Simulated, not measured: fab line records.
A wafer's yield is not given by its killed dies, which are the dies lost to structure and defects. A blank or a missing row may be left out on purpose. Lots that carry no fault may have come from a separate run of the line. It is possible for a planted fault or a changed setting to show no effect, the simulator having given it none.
Matching of chambers + flow n5-finfet + 4 sister chambers for N5_FIN_SAQP_ETCH_57 on rie-diel-06
The step etches SiNx in CH3F/O2, target depth 32.5 nm, time 46.4 s. 8 wafers are shown with their chamber, then 8 later ones without.

== EACH WAFER AND ITS CHAMBER ==
| wafer  | chamber | throttle-valve-pct (%) | rf-vpp-V (V) |
|--------|---------|------------------------|--------------|
| L076.6 | 1       | 16.35                  | 310          |
| L077.6 | 2       | 15.89                  | 298          |
| L078.4 | 2       | 15.90                  | 297          |
| L087.3 | 1       | 16.42                  | 308          |
| L088.3 | 0       | 16.13                  | 317          |
| L088.5 | 0       | 16.14                  | 318          |
| L088.6 | 3       | 16.55                  | 311          |
| L093.1 | 3       | 16.56                  | 312          |

== WAFERS WHOSE CHAMBER IS MISSING ==
| wafer  | throttle-valve-pct (%) | rf-vpp-V (V) |
|--------|------------------------|--------------|
| L093.2 | 15.94                  | 296          |
| L093.3 | 16.40                  | 309          |
| L095.1 | 16.16                  | 318          |
| L095.3 | 16.56                  | 310          |
| L095.6 | 15.96                  | 298          |
| L097.1 | 15.96                  | 298          |
| L097.3 | 16.16                  | 318          |
| L097.6 | 16.43                  | 307          |

== EACH ONE'S CHAMBER ==
| wafer  | from the rows above | in truth |
|--------|---------------------|----------|
| L093.2 | 2                   | 2        |
| L093.3 | 1                   | 1        |
| L095.1 | 0                   | 0        |
| L095.3 | 3                   | 3        |
| L095.6 | 2                   | 2        |
| L097.1 | 2                   | 2        |
| L097.3 | 0                   | 0        |
| L097.6 | 1                   | 1        |
Correct placement for 8 of the 8. Number that these rows cannot place: 0. 0 placed wrongly.
How it was worked out, from the rows above alone: a wafer's distance from a chamber is the root of the sum, over the readings, of the square of ((its reading less the chamber's mean) divided by the reading's scatter). The wafer belongs to the nearest chamber; if the next one is less than 2 further off, it can't be placed. A chamber's mean is the mean of its shown wafers. The scatter is the square root of a quotient: the sum, over the shown wafers, of each reading's squared deviation from its chamber's mean, divided by wafers minus chambers.
